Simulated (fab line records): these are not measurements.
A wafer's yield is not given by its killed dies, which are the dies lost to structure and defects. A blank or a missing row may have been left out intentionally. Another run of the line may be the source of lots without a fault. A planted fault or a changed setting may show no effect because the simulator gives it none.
A sampling plan put to the test	flow n5_finfet	one fab line, 36 faults that these records tell of, each judged on the records of the lots that it struck; 1 more is left out, because the records don't allow judging it
The line's own looks make up the plan; these are the steps of the route where a gauge or inspection reads the wafer and leaves it unchanged. A look is open to judgement when struck wafers have a number at it and the file gives its usual mean and standard deviation on fault-free wafers. Caught: a look later than the fault's first step finds the struck wafers' mean 4 or more of those standard deviations (sigma) from the usual mean. On the tool: the fault's steps, tested the same way using the tool's own readings. If the struck wafers alone have a blank record, or they carry another recipe, that too counts as caught.

THE FAULTS, as the simulator had put them in
1. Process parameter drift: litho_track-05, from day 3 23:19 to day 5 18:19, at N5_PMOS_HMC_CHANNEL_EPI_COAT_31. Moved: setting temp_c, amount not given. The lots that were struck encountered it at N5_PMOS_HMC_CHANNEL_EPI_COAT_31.
2. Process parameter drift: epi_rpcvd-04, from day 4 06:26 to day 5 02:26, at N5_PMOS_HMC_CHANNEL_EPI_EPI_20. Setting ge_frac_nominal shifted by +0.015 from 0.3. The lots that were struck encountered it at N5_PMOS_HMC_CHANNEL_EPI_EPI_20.
3. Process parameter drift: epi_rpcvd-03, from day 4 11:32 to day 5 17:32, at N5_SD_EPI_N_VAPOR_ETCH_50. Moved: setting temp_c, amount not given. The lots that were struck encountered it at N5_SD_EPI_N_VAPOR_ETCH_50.
4. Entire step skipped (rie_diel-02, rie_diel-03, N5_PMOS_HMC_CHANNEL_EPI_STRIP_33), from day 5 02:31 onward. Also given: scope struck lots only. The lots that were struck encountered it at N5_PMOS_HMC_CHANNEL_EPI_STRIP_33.
5. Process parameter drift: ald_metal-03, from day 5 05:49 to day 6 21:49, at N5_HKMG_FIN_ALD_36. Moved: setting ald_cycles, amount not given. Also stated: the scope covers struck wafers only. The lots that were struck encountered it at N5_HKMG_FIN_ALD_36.
6. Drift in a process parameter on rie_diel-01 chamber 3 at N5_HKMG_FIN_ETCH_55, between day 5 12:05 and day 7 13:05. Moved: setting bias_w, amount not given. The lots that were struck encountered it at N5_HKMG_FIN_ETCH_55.
7. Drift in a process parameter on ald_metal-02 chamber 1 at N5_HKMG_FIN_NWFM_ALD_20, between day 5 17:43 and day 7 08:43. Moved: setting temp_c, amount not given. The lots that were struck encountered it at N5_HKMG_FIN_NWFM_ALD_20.
8. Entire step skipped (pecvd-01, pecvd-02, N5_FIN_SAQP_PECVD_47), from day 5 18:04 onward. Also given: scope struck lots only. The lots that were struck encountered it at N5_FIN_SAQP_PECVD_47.
9. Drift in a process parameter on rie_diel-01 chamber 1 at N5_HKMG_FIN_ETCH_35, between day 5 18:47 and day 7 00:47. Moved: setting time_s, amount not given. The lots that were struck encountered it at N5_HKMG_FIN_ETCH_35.
10. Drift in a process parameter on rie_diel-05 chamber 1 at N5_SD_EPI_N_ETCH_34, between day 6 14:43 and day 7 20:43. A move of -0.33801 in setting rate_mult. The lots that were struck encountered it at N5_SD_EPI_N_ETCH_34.
11. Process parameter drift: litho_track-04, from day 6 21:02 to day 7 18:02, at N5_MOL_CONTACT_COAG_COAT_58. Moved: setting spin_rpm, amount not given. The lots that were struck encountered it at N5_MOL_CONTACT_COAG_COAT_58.
12. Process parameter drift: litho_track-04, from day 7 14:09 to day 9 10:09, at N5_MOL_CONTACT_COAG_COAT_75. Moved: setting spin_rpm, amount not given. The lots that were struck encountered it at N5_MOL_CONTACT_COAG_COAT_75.
13. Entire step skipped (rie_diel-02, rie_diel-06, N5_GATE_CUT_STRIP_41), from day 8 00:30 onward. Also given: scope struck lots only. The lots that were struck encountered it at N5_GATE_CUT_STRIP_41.
14. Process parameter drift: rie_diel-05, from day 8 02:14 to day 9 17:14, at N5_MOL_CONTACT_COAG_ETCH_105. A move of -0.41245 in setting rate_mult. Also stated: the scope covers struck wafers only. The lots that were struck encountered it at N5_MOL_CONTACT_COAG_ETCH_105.
15. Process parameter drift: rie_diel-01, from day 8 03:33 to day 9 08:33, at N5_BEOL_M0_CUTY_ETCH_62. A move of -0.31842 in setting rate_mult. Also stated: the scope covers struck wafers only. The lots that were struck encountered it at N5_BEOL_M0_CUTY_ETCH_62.
16. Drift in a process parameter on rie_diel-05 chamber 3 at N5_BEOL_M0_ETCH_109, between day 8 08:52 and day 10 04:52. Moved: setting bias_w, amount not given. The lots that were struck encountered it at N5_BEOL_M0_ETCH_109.
17. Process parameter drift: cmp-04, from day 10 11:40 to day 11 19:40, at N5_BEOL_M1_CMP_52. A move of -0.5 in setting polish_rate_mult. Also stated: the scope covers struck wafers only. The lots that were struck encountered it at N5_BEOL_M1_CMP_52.
18. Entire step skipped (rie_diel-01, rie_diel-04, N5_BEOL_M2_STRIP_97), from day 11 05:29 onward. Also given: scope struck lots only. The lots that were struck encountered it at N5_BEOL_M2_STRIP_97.
19. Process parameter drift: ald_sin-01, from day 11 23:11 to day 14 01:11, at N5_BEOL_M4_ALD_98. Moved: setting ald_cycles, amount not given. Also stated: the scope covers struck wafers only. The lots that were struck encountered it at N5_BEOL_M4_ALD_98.
20. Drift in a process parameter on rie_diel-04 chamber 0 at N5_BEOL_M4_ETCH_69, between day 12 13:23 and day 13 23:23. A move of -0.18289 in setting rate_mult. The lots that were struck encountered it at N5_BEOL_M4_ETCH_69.
21. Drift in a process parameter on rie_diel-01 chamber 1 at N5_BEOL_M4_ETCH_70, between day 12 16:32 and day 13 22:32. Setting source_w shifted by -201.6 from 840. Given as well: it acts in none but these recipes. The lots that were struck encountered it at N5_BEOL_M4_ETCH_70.
22. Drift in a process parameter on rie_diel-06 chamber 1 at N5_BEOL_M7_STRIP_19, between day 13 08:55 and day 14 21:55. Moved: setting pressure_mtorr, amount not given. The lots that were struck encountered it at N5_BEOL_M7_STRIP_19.
23. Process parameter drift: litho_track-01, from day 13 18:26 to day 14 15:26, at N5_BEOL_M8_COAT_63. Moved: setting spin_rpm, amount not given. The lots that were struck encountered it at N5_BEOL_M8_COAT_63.
24. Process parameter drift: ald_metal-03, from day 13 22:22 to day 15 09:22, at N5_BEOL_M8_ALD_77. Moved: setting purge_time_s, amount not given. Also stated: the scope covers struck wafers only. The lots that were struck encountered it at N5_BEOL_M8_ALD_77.
25. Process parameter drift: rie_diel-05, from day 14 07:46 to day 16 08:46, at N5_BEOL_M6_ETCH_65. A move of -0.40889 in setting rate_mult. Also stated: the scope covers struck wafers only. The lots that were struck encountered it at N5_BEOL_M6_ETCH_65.
26. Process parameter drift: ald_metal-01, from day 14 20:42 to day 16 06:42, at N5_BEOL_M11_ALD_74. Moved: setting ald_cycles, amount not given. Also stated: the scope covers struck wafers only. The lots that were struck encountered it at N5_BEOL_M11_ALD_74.
27. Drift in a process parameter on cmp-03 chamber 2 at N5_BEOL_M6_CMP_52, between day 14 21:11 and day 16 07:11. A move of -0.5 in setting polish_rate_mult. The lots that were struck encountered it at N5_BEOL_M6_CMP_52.
28. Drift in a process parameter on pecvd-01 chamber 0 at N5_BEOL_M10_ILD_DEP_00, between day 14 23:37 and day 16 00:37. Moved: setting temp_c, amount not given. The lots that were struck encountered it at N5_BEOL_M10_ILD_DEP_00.
29. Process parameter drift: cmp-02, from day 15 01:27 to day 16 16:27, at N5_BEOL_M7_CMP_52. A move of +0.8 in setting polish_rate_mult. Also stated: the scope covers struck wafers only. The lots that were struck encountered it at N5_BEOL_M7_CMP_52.
30. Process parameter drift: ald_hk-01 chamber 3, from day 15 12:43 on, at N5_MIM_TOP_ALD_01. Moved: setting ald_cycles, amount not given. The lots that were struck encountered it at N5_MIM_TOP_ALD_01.
31. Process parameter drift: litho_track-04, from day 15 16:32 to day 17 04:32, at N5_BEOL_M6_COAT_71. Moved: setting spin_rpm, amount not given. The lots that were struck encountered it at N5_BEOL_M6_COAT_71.
32. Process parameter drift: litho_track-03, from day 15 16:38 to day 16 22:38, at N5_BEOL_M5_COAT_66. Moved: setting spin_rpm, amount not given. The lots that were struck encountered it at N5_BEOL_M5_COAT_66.
33. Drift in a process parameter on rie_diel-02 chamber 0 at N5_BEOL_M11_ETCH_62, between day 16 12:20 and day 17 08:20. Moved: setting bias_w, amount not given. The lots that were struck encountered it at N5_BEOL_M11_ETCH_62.
34. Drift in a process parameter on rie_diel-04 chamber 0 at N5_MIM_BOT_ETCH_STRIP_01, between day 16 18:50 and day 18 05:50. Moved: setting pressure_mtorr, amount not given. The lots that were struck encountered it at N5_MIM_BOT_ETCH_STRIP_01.
35. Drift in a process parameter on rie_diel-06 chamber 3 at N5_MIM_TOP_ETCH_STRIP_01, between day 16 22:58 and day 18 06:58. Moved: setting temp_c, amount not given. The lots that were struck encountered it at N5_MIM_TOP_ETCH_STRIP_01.
36. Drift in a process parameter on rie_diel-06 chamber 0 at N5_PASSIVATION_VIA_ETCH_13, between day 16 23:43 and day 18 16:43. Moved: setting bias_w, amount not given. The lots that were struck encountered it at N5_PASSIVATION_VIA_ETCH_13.

WHAT THE PLAN SAW
fault	on the tool itself	first look that catches it	reading, sigma	median hours from its first step to that look	hours from the fault's start to the first struck lot there	judged looks passed uncaught
1	plate_temp_C +43 sigma	none of the 2 looks that can be judged after it	-	-	-	2
2	under 2 sigma	not the one look that can be judged after it	strongest: IOFF_P_LONG at N5_BEOL_M4_RC_MEAS_101, +3.4	-	-	1
3	susceptor_temp_C -31 sigma	N5_BEOL_M4_RC_MEAS_101	REXT_N +4.3	173.6	182	0
4	the tool's record is blank for the struck wafers	not the one look that can be judged after it	-	-	-	1
5	under 2 sigma	not the one look that can be judged after it	-	-	-	1
6	bias_w -94 sigma	not the one look that can be judged after it	-	-	-	1
7	susceptor_temp_C -35 sigma	N5_BEOL_M4_RC_MEAS_101	VT_N_LONG +6.3	144.3	152	0
8	the tool's record is blank for the struck wafers	no look after it can be judged	-	-	-	0
9	run_length_s -99 or beyond sigma	not the one look that can be judged after it	-	-	-	1
10	etch_rf_on_time_s +18 sigma	not the one look that can be judged after it	-	-	-	1
11	spin_speed_rpm -52 sigma	not the one look that can be judged after it	-	-	-	1
12	spin_speed_rpm +57 sigma	not the one look that can be judged after it	-	-	-	1
13	the tool's record is blank for the struck wafers	not the one look that can be judged after it	-	-	-	1
14	etch_rf_on_time_s +23 sigma	not the one look that can be judged after it	strongest: IOFF_P at N5_BEOL_M4_RC_MEAS_101, +2.0	-	-	1
15	etch_rf_on_time_s +17 sigma	not the one look that can be judged after it	-	-	-	1
16	bias_w -55 sigma	not the one look that can be judged after it	-	-	-	1
17	overpolish_run_s -99 or beyond sigma	N5_BEOL_M1_INSPECT_59	raw_defect_count +64	0.5	8	0
18	the tool's record is blank for the struck wafers	none of the 2 looks that can be judged after it	-	-	-	2
19	under 2 sigma	not the one look that can be judged after it	-	-	-	1
20	etch_rf_on_time_s +7.2 sigma	not the one look that can be judged after it	-	-	-	1
21	rf_fwd_power_W -70 sigma	not the one look that can be judged after it	-	-	-	1
22	chamber_pressure_mTorr +99 or beyond sigma	no look after it can be judged	-	-	-	0
23	spin_speed_rpm +77 sigma	no look after it can be judged	-	-	-	0
24	under 2 sigma	no look after it can be judged	-	-	-	0
25	etch_rf_on_time_s +24 sigma	no look after it can be judged	-	-	-	0
26	under 2 sigma	no look after it can be judged	-	-	-	0
27	overpolish_run_s -99 or beyond sigma	N5_BEOL_M6_THK_MEAS_53	M6_THK +48	0.3	33	0
28	susceptor_temp_C +17 sigma	no look after it can be judged	-	-	-	0
29	barrier_field_endpoint_s -13 sigma	no look after it can be judged	-	-	-	0
30	under 2 sigma	no look after it can be judged	-	-	-	0
31	spin_speed_rpm -92 sigma	no look after it can be judged	-	-	-	0
32	spin_speed_rpm -70 sigma	none of the 2 looks that can be judged after it	-	-	-	2
33	bias_w -99 or beyond sigma	not the one look that can be judged after it	strongest: cd_nm at N5_BEOL_M11_CD_MEAS_18, -2.0	-	-	1
34	chamber_pressure_mTorr +99 or beyond sigma	not the one look that can be judged after it	-	-	-	1
35	temp_c +8.3 sigma	not the one look that can be judged after it	-	-	-	1
36	bias_w -91 sigma	no look after it can be judged	-	-	-	0
A dash: the fault isn't caught, or these records don't give the number.

Caught at a look: 4 of 36. Caught on the tool: 30 of 36. By one or the other: 30 of 36.
On the tool alone, faults 1, 4, 6, 8, 9, 10, 11, 12, 13, 14, 15, 16, 18, 20, 21, 22, 23, 25, 28, 29, 31, 32, 33, 34, 35, 36 were caught.
Caught by neither: faults 2, 5, 19, 24, 26, 30.

THINNER SAMPLING
If the look that catches a fault measured only every second or every third lot, by lot number, the first struck lot would be measured this late in the worst case:
fault	struck lots at that look, in order of time	every lot	every second lot	every third lot
3	L378, L381	182 h	200 h	may miss all 2
7	L880, L885	152 h	181 h	may miss all 2
17	L754, L757	8 h	26 h	may miss all 2
27	L449	33 h	may miss it	may miss it
Hours are from the fault's start to the first struck lot that is measured. The limit of 4 sigma was tested on all struck wafers together, so one lot alone may lie under it. Other struck lots may not be in these records.

THE LONGEST TIMED WAY FROM STEP TO LOOK
For fault 3, N5_SD_EPI_N_VAPOR_ETCH_50 and N5_BEOL_M4_RC_MEAS_101 are separated by a median of 173.6 hours. No look between them can be judged.
